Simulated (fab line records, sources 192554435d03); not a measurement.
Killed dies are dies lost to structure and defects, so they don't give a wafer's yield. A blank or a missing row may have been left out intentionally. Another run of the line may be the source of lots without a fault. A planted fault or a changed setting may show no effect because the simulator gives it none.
Chamber matching -- flow n5Finfet -- N5_BEOL_M6_STRIP_67 on rieDiel-01 has 4 sister chambers
The step strips in CF4. 8 wafers are shown with their chamber, then 8 later ones without.

WAFERS WITH THEIR CHAMBER
wafer,chamber,drypumpMotorCurrentA (A),showerheadPlenumPTorr (Torr)
L084.1,1,6.4,1.75
L085.1,1,6.5,1.75
L085.4,2,5.4,1.83
L085.6,0,6.3,1.72
L091.2,3,5.2,1.63
L091.5,3,5.2,1.63
L091.6,0,6.2,1.71
L092.1,2,5.4,1.82

WAFERS WITHOUT THEIR CHAMBER
wafer,drypumpMotorCurrentA (A),showerheadPlenumPTorr (Torr)
L092.2,5.1,1.63
L092.4,6.2,1.71
L094.1,6.2,1.71
L094.3,5.4,1.82
L094.4,6.2,1.71
L097.1,5.4,1.82
L097.5,5.4,1.82
L097.6,5.1,1.63

THE CHAMBER EACH PASSED THROUGH
wafer,from the rows above,in truth
L092.2,3,3
L092.4,0,0
L094.1,0,0
L094.3,2,2
L094.4,0,0
L097.1,2,2
L097.5,2,2
L097.6,3,3
Correctly placed: 8 of 8. Can't be placed from these rows: 0. Number placed wrongly: 0.
How it was worked out, from the rows above alone: a wafer's distance from a chamber is the root of the sum, over the readings, of the square of ((its reading less the chamber's mean) divided by the reading's scatter). If the next closest chamber is less than 2 further off than the closest, the wafer can't be placed; otherwise it belongs to the closest. A chamber's mean is the mean of its shown wafers. The scatter is the square root of a quotient: the sum, over the shown wafers, of each reading's squared deviation from its chamber's mean, divided by wafers minus chambers.
